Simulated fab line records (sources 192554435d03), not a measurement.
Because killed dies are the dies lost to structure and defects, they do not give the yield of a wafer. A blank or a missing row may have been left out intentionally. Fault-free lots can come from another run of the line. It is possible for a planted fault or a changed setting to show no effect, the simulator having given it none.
Chamber matching / flow n5_finfet / rie_diel-02 running N5_FIN_CUT_ETCH_30: 4 sister chambers
The step etches underlayer in N2/H2, target depth 13 nm, time 10.4 s. 4 wafers are shown with their chamber, then 9 later ones without.

## WAFERS PAIRED WITH THEIR CHAMBERS
wafer=L081.4; chamber=0; drypump_motor_current_A (A)=5.6
wafer=L085.3; chamber=2; drypump_motor_current_A (A)=6.4
wafer=L085.4; chamber=1; drypump_motor_current_A (A)=5.2
wafer=L085.5; chamber=3; drypump_motor_current_A (A)=6.2

## WAFERS WITH NO CHAMBER GIVEN
wafer=L091.2; drypump_motor_current_A (A)=5.6
wafer=L091.4; drypump_motor_current_A (A)=6.4
wafer=L091.6; drypump_motor_current_A (A)=6.2
wafer=L092.4; drypump_motor_current_A (A)=5.2
wafer=L092.5; drypump_motor_current_A (A)=5.6
wafer=L092.6; drypump_motor_current_A (A)=5.2
wafer=L093.1; drypump_motor_current_A (A)=6.5
wafer=L093.5; drypump_motor_current_A (A)=6.5
wafer=L093.6; drypump_motor_current_A (A)=5.2

## CHAMBER TAKEN BY EACH
wafer=L091.2; from the rows above=0; in truth=0
wafer=L091.4; from the rows above=2; in truth=2
wafer=L091.6; from the rows above=3; in truth=3
wafer=L092.4; from the rows above=1; in truth=1
wafer=L092.5; from the rows above=0; in truth=0
wafer=L092.6; from the rows above=1; in truth=1
wafer=L093.1; from the rows above=2; in truth=2
wafer=L093.5; from the rows above=2; in truth=2
wafer=L093.6; from the rows above=1; in truth=1
Correct placement for 9 of the 9. From these rows, 0 cannot be placed. Number placed wrongly: 0.
How it was worked out, from the rows above alone: a wafer's distance from a chamber is the root of the sum, over the readings, of the square of ((its reading less the chamber's mean) divided by the reading's scatter). The wafer belongs to the nearest chamber; if the next one is less than 2 further off, it can't be placed. The mean given for a chamber averages the wafers shown for that chamber. The scatter (one wafer shown for each chamber): square how far every hidden wafer sits from the nearest shown wafer, average those squares and take the square root.
